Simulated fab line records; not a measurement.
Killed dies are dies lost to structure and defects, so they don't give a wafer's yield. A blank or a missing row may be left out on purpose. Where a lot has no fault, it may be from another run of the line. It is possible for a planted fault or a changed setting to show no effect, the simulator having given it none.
Comparing a struck lot with a sound one | flow n5 finfet | 15 steps out of a route of 1938
Sound: wafers L226.2, L226.4, L226.5. Struck: wafers L215.1, L215.4, L215.6. The cause comes at the end.
At each step with rows: each side's tool, then ch and its chambers, then its first start. Under that, the readings that differ: sound wafers | struck wafers | difference of the means | sigmas: that difference in standard deviations of wafers without a fault.
alike: a reading whose means differ by less than 2 such deviations, as well as words and numbers matching on both sides. not compared: withheld readings; readings where some wafer has no value; bounds like >300 that might hide an equal value; numbers whose values overlap and for which the record gives no deviation.
A row with sigmas, a row that says differs or no value, or rows on one side alone: a step with any of these is where the two part. When numbers do not overlap yet have no deviation, they are printed without sigmas and do not part them. Lack of a reading on every wafer of one side parts them only where that side has two or more wafers.

first, 2 steps without rows for these wafers: N5_BEOL_M5_STRIP_63 (strips in N2/H2); N5_BEOL_M5_STRIP_73 (strips in N2/H2).
N5_BEOL_M5_STRIP_64: strips in CF4.
  sound on rie diel-03 ch 0,1,3, day 12 12:58; struck on rie diel-05 ch 0,3, day 9 13:25
  alike: drypump motor current A, oes product au, rf vpp V, showerhead plenum p Torr, throttle valve pct
  not compared: rf hours counter h
N5_BEOL_M5_HM_OPEN_17: chemistry Cl2/BCl3, target TiN, target depth 20 nm, overetch 6 nm.
  sound on rie metal-01 ch 0,1, day 12 13:01; struck on rie metal-02 ch 0, day 9 13:27
  reading                     | sound          | struck         | difference | sigmas
  drypump motor current A (A) | 5.30 5.65 5.30 | 5.86 5.86 5.85 | +0.44      | +2
  alike: mfc cl2 sccm, oes_ar_750_au, oes product au, throttle valve pct
  not compared: rf hours counter h
N5_BEOL_M5_STRIP_19: strips in O2.
  sound on rie diel-03 ch 0,3, day 12 13:07; struck on rie diel-04 ch 0,1,3, day 9 13:35
  alike: drypump motor current A, oes product au, rf vpp V, showerhead plenum p Torr, throttle valve pct
  not compared: rf hours counter h
N5_BEOL_M5_CD_MEAS_18: pitch 56 nm, target cd 28 nm.
  sound on cd sem-02 at day 12 13:12; struck on cd sem-03 at day 9 13:39
  alike: cd nm
then, 6 steps without rows for these wafers: N5_BEOL_M5_COAT_65 (time 60 s, resist thk 60 nm); N5_BEOL_M5_COAT_66 (time 60 s, resist thk 12 nm); N5_BEOL_M5_COAT_74 (time 60 s, resist thk 5 nm); N5_BEOL_M5_COAT_22 (resist thk 30 nm); N5_BEOL_M5_EBR_24; N5_BEOL_M5_SOFTBAKE_23 (time 60 s).
N5_BEOL_M5_EXPOSE_25: exposes mask V4, defocus 10 nm.
  sound on euv scanner-02 ch 0, day 12 14:55; struck on euv scanner-01 ch 0, day 9 14:02
  reading              | sound             | struck            | difference | sigmas
  exposure dose mJ cm2 | 52.71 52.56 52.62 | 52.16 52.20 52.16 | -0.46      | -8
  alike: mask
then, 1 step without rows for these wafers: N5_BEOL_M5_PEB_26 (peb time 60 s).
-- here the record skips 4 days between the struck wafers' starts before and after, leaving off in module BEOL_M5 and picking up in module PASSIVATION (first step shown: number 1936 of the route) --
N5_PASSIVATION_PROBE_49:
  the record has rows for the struck wafers here (prober-02, day 13 23:56) and none for the sound ones

WHERE THEY PART
Earliest at N5_BEOL_M5_HM_OPEN_17; latest, in this record, at N5_PASSIVATION_PROBE_49.

WHY: what the simulator had put in
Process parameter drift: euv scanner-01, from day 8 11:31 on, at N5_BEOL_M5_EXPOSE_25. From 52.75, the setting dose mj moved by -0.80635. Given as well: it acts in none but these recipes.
